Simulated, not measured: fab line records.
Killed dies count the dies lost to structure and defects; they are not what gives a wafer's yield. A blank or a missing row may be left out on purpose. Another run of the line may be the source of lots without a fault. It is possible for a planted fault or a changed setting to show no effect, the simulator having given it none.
A lot that was struck, set against a sound lot / flow nand harc / 14 steps out of a route of 1302
Sound: the wafers L275.2, L275.3, L275.5. Wafers struck: L261.1, L261.3, L261.4. Last of all comes the cause.
For every step that has rows: the tool of each side, followed by ch and its chambers, followed by its first start. Under that, the readings that differ: sound wafers / struck wafers / difference of the means / sigmas: that difference in standard deviations of wafers without a fault.
alike: a reading whose means differ by less than 2 such deviations, as well as words and numbers matching on both sides. not compared: withheld readings; readings where some wafer has no value; bounds like >300 that might hide an equal value; numbers whose values overlap and for which the record gives no deviation.
The two part at a step that has a row with sigmas, a row that says differs or no value, or rows on one side only. Numbers that don't overlap but have no deviation are shown without sigmas and don't part them. A reading missing from all wafers of one side parts the sides only when that side holds two or more wafers.

first, 5 steps without rows for these wafers: NHARC_P_M2_SOFTBAKE_04 (time 55 s); NHARC_P_M2_EBR_05; NHARC_P_M2_EXPOSE_06 (exposes mask P M2, target cd 170 nm); NHARC_P_M2_PEB_07 (peb time 65 s); NHARC_P_M2_DEVELOP_08 (develop time 35 s).
NHARC_P_M2_CD_MEAS_09: the cd target is 170 nm.
  sound on cd sem-03 ch 0, day 13 10:35; struck on cd sem-02 ch 0, day 7 10:46
  alike: cd nm
NHARC_P_M2_OVL_MEAS_10: pitch 340 nm.
  sound: overlay-02 at day 13 10:40; struck: overlay-01 at day 7 10:51
reading=overlay y nm (nm); sound=-1.3 -0.6 -0.9; struck=0.8 1.2 0.8; difference=+1.9; sigmas=+2
  alike: overlay x nm
NHARC_P_M2_INSPECT_11:
  sound: defect inspect-01 at day 13 10:43; struck: defect inspect-01 at day 7 10:53
  alike: raw defect count
NHARC_P_M2_DESCUM_14: chemistry O2, time 3 s.
  sound on rie diel-09 ch 1,3, day 13 10:46; struck on rie diel-02 ch 0,1,2, day 7 10:57
  alike: drypump motor current A, oes product au, rf vpp V, showerhead plenum p Torr, throttle valve pct
  not compared: rf hours counter h
NHARC_P_M2_ETCH_35: etches the open film in N2/H2, target depth 40 nm, overetch 12 nm, time 43.94 s.
  sound on rie diel-09 ch 2,3, day 13 10:52; struck on rie diel-02 ch 0,1,2, day 7 11:02
  alike: drypump motor current A, n2 flow sccm, oes product au, rf vpp V, showerhead plenum p Torr, throttle valve pct
  not compared: rf hours counter h
NHARC_P_M2_ETCH_15: etches the open film in C4F8/Ar, target depth 182.5 nm, time 91.2 s.
  sound: rie diel-09 ch 1,2,3; struck: rie diel-02 ch 0,1,3
  alike: oes product au, rf vpp V
  not compared: rf hours counter h
NHARC_P_M2_CD_MEAS_16:
  sound: cd sem-03 at day 13 11:05; struck: cd sem-02 at day 7 11:15
  alike: cd nm
NHARC_P_M2_STRIP_18: strips in N2/H2.
  sound on rie diel-12 ch 0,1,2, day 13 11:09; struck on rie diel-12 ch 0,2,3, day 7 11:20
  no value came back on the struck wafers for any of 8 readings (bias w (W), chamber pressure mTorr (mTorr) and others); on the sound wafers bias w (W) reads 0 0 0
  not compared: rf hours counter h
NHARC_P_M2_ETCH_28: etches the open film in CF4/N2, target depth 30 nm, time 72.99 s.
  sound on rie diel-12 ch 0,1,2; struck on rie diel-12 ch 0,2,3, day 7 11:34
  alike: drypump motor current A, n2 flow sccm, oes product au, rf vpp V, showerhead plenum p Torr, throttle valve pct
  not compared: rf hours counter h

== WHERE THEY PART ==
At NHARC_P_M2_OVL_MEAS_10 first; at NHARC_P_M2_STRIP_18 last (within this record only). Later steps at which nothing parts them and some readings are alike: NHARC_P_M2_ETCH_28.

WHY: whatever the simulator had introduced
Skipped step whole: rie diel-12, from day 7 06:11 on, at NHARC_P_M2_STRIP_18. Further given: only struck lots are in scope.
